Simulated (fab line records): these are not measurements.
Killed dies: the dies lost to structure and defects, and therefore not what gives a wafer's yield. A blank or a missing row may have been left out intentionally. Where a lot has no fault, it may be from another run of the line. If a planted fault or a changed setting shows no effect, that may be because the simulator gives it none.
Split-lot study | flow n5-finfet | 7 lots, 21 wafers read, on a route of 1938 steps

## THE SPLIT ITSELF
At N5_BEOL_M7_COAT_63 (time 60 s, resist thk 60 nm), the setting spin-rpm was moved away from the recipe's 1500 rpm on 11 of the 21 wafers read, by -6.0% to +9.7%. For the rest of the wafers, this setting stayed at what the recipe calls for.

## FROM THE SPLIT TO THE READING: what the file shows between them, 6 steps
- N5_BEOL_M7_DESCUM_33: chemistry O2, time 7 s (also split here: time-s)
- N5_BEOL_M7_ETCH_72: etches underlayer in N2/H2, target depth 6.5 nm, time 5.2 s
- N5_BEOL_M7_ETCH_65: etches SiARC in CF4, target depth 15.6 nm, time 26 s
- N5_BEOL_M7_ETCH_66: etches SOC in N2/H2, target depth 80 nm, overetch 16 nm, time 120 s
- N5_BEOL_M7_STRIP_69: strips in N2/H2
- N5_BEOL_M7_STRIP_73: strips in N2/H2

## THE READING
SOC_of_BEOL_M7_COAT_63.thk-nm (the simulator's own value, which no gauge read), in nm, at N5_BEOL_M7_VIA_ETCH_34 (etches SiCOH lowk in C4F6/O2, target depth 125.5 nm, time 50.5 s). The file does not state a usual value for it. Across the 10 wafers here that went through the recipe, the average is 53.8 nm and the standard deviation 0.25 nm.

wafer  | tool, chamber at the split | spin-rpm as run, rpm | against the recipe | SOC_of_BEOL_M7_COAT_63.thk-nm, nm | against lot-mates on the recipe
L077.2 | litho-track-01, 0          | 1644                 | +9.6%              | 51.4                              | -2.6
L077.3 | litho-track-01, 0          | 1644                 | +9.6%              | 51.4                              | -2.6
L077.4 | litho-track-01, 0          | 1500                 | recipe             | 54                                | -
L079.2 | litho-track-02, 0          | 1410                 | -6.0%              | 56                                | +2.2
L079.6 | litho-track-02, 0          | 1410                 | -6.0%              | 56                                | +2.2
L079.5 | litho-track-02, 0          | 1500                 | recipe             | 53.8                              | -
L078.1 | litho-track-05, 0          | 1500                 | recipe             | 53.8                              | -
L078.6 | litho-track-05, 0          | 1500                 | recipe             | 53.8                              | -
L078.2 | litho-track-05, 0          | 1500                 | recipe             | 54.2                              | -
L080.3 | litho-track-05, 0          | 1645                 | +9.7%              | 50.8                              | -2.8
L080.4 | litho-track-05, 0          | 1500                 | recipe             | 53.6                              | -
L080.5 | litho-track-05, 0          | 1500                 | recipe             | 53.6                              | -
L083.2 | litho-track-02, 0          | 1636                 | +9.1%              | 51.4                              | -2.2
L083.3 | litho-track-02, 0          | 1500                 | recipe             | 53.6                              | -
L083.5 | litho-track-02, 0          | 1636                 | +9.1%              | 51.8                              | -1.8
L084.1 | litho-track-02, 0          | 1563                 | +4.2%              | 53                                | -1.2
L084.2 | litho-track-02, 0          | 1500                 | recipe             | 54.2                              | -
L084.4 | litho-track-02, 0          | 1563                 | +4.2%              | 53.2                              | -1.0
L085.2 | litho-track-05, 0          | 1500                 | recipe             | 53.4                              | -
L085.5 | litho-track-05, 0          | 1616                 | +7.7%              | 51.8                              | -1.6
L085.6 | litho-track-05, 0          | 1616                 | +7.7%              | 51.8                              | -1.6

FIT RESULTS
A straight line over all 21 wafers: SOC_of_BEOL_M7_COAT_63.thk-nm changes by -0.28 nm for each +1% of spin-rpm; r = -0.98; the points scatter about the line by 0.3 nm.
The same after taking each lot's own level away (the mean of its wafers on the recipe; 21 wafers): -0.272 nm for each +1%; r = -0.98; scatter 0.27 nm.
The reading moves by 2.6 nm for the largest change in spin-rpm, on that fit.
Measured against the standard deviation above, the lots' own levels, which go from 53.40 to 54.20 nm, span 3.2 times it.
Consequently the slope shifts little with the lot-to-lot level, the two slopes agreeing.
Check: for one of the wafers moved furthest among these (+9.7%), held out of the fit, the line's prediction against its lot-mates is -2.44 nm. Against them it came out at -2.8 nm.

## FURTHER SPLITS ON THESE WAFERS
These wafers also went through other splits before the reading. Each is held against what the fit with the lots' levels taken away leaves over:
other split on the same wafers    | wafers away from the commonest value | r with SOC_of_BEOL_M7_COAT_63.thk-nm (lot level and that fit taken away)
N5_BEOL_M4_PECVD_72 temp-c        | 6                                    | +0.13
N5_BEOL_M5_COAT_05 spin-rpm       | 7                                    | +0.20
N5_BEOL_M5_ETCH_72 bias-w         | 9                                    | -0.05
N5_BEOL_M6_HM_DEP_02 target-thk-a | 9                                    | -0.23
N5_BEOL_M6_EXPOSE_08 dose-mj      | 6                                    | -0.21
N5_BEOL_M7_DESCUM_33 time-s       | 5                                    | +0.21

## THE WHOLE CHAIN: every reading that the file lists as answering this split, in the file's order
step                   | what it does                                                        | reading                                                                        | change (the file's fit)               | r (the file's)
N5_BEOL_M7_COAT_63     | time 60 s, resist thk 60 nm                                         | SOC_of_BEOL_M7_COAT_63.thk-nm (the simulator's own value, which no gauge read) | -0.283 nm for each +1% of the setting | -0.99
N5_BEOL_M7_ETCH_66     | etches SOC in N2/H2, target depth 80 nm, overetch 16 nm, time 120 s | etch.depth-nm (the simulator's own value, which no gauge read)                 | -0.286 nm for each +1% of the setting | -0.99
N5_BEOL_M7_VIA_ETCH_34 | etches SiCOH lowk in C4F6/O2, target depth 125.5 nm, time 50.5 s    | SOC_of_BEOL_M7_COAT_63.thk-nm (the simulator's own value, which no gauge read) | -0.263 nm for each +1% of the setting | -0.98

## FILE'S OWN FIT
SOC_of_BEOL_M7_COAT_63.thk-nm changes by -0.263 nm for each +1% of spin-rpm, r = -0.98.
